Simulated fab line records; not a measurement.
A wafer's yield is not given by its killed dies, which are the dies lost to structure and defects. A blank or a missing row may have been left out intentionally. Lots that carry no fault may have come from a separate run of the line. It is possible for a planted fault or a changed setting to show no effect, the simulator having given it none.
Matching of chambers :: flow nandHarc :: NHARC_P_BONDPAD_STRIP_15 on rieDiel-09: 4 sister chambers
The step strips in O2. 16 wafers are shown with their chamber, then 8 later ones without.

WAFERS WITH THEIR CHAMBER
wafer: L709.2
chamber: 1
drypumpMotorCurrentA (A): 5.1
oesProductAu (a.u.): 0.990
rfVppV (V): 57.6

wafer: L709.3
chamber: 3
drypumpMotorCurrentA (A): 6.5
oesProductAu (a.u.): 0.991
rfVppV (V): 56.8

wafer: L709.4
chamber: 2
drypumpMotorCurrentA (A): 5.0
oesProductAu (a.u.): 1.004
rfVppV (V): 57.4

wafer: L710.1
chamber: 2
drypumpMotorCurrentA (A): 5.1
oesProductAu (a.u.): 1.007
rfVppV (V): 57.7

wafer: L710.3
chamber: 3
drypumpMotorCurrentA (A): 6.5
oesProductAu (a.u.): 0.983
rfVppV (V): 55.7

wafer: L710.4
chamber: 1
drypumpMotorCurrentA (A): 5.1
oesProductAu (a.u.): 0.985
rfVppV (V): 56.3

wafer: L712.1
chamber: 2
drypumpMotorCurrentA (A): 5.1
oesProductAu (a.u.): 1.003
rfVppV (V): 58.2

wafer: L712.3
chamber: 0
drypumpMotorCurrentA (A): 5.7
oesProductAu (a.u.): 0.994
rfVppV (V): 57.1

wafer: L712.5
chamber: 0
drypumpMotorCurrentA (A): 5.7
oesProductAu (a.u.): 0.994
rfVppV (V): 57.8

wafer: L711.1
chamber: 1
drypumpMotorCurrentA (A): 5.1
oesProductAu (a.u.): 0.991
rfVppV (V): 56.9

wafer: L711.3
chamber: 0
drypumpMotorCurrentA (A): 5.7
oesProductAu (a.u.): 0.995
rfVppV (V): 57.9

wafer: L711.6
chamber: 2
drypumpMotorCurrentA (A): 5.1
oesProductAu (a.u.): 1.004
rfVppV (V): 58.3

wafer: L713.2
chamber: 1
drypumpMotorCurrentA (A): 5.1
oesProductAu (a.u.): 1.011
rfVppV (V): 57.5

wafer: L713.5
chamber: 1
drypumpMotorCurrentA (A): 5.1
oesProductAu (a.u.): 1.005
rfVppV (V): 58.2

wafer: L713.6
chamber: 2
drypumpMotorCurrentA (A): 5.1
oesProductAu (a.u.): 1.018
rfVppV (V): 56.3

wafer: L727.1
chamber: 0
drypumpMotorCurrentA (A): 5.7
oesProductAu (a.u.): 0.990
rfVppV (V): 57.0

SIGNATURES (averages over the wafers above)
reading: drypumpMotorCurrentA
chamber 0: 5.700
chamber 1: 5.100
chamber 2: 5.080
chamber 3: 6.500
scatter within a chamber: 0.0258

reading: oesProductAu
chamber 0: 0.99325
chamber 1: 0.99640
chamber 2: 1.00720
chamber 3: 0.98700
scatter within a chamber: 0.00758

reading: rfVppV
chamber 0: 57.450
chamber 1: 57.300
chamber 2: 57.580
chamber 3: 56.250
scatter within a chamber: 0.704
Rule: for each reading, subtract the chamber's mean from the wafer's reading, divide by that reading's scatter and square the result; add these up over the readings and take the root, which gives the wafer's distance from the chamber. If the next closest chamber is less than 2 further off than the closest, the wafer can't be placed; otherwise it belongs to the closest. The scatter is the square root of a quotient: the sum, over the shown wafers, of each reading's squared deviation from its chamber's mean, divided by wafers minus chambers.

WAFERS WHOSE CHAMBER IS MISSING
wafer: L727.2
drypumpMotorCurrentA (A): 6.5
oesProductAu (a.u.): 0.993
rfVppV (V): 60.0

wafer: L727.5
drypumpMotorCurrentA (A): 5.1
oesProductAu (a.u.): 1.008
rfVppV (V): 58.4

wafer: L728.2
drypumpMotorCurrentA (A): 5.7
oesProductAu (a.u.): 0.995
rfVppV (V): 56.4

wafer: L728.4
drypumpMotorCurrentA (A): 5.1
oesProductAu (a.u.): 1.011
rfVppV (V): 56.4

wafer: L728.5
drypumpMotorCurrentA (A): 5.1
oesProductAu (a.u.): 1.003
rfVppV (V): 56.2

wafer: L729.1
drypumpMotorCurrentA (A): 6.5
oesProductAu (a.u.): 1.001
rfVppV (V): 57.5

wafer: L729.3
drypumpMotorCurrentA (A): 5.1
oesProductAu (a.u.): 1.001
rfVppV (V): 57.4

wafer: L729.5
drypumpMotorCurrentA (A): 5.1
oesProductAu (a.u.): 1.004
rfVppV (V): 58.6

THE CHAMBER EACH PASSED THROUGH
wafer: L727.2
from the rows above: 3
in truth: 3

wafer: L727.5
from the rows above: can't be placed: 2 or 1
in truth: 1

wafer: L728.2
from the rows above: 0
in truth: 0

wafer: L728.4
from the rows above: can't be placed: 2 or 1
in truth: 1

wafer: L728.5
from the rows above: can't be placed: 1 or 2
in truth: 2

wafer: L729.1
from the rows above: 3
in truth: 3

wafer: L729.3
from the rows above: can't be placed: 1 or 2
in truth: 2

wafer: L729.5
from the rows above: can't be placed: 2 or 1
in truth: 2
Correctly placed: 3 of 8. From these rows, 5 cannot be placed; in 5 the true chamber is one of the candidates. Number placed wrongly: 0.
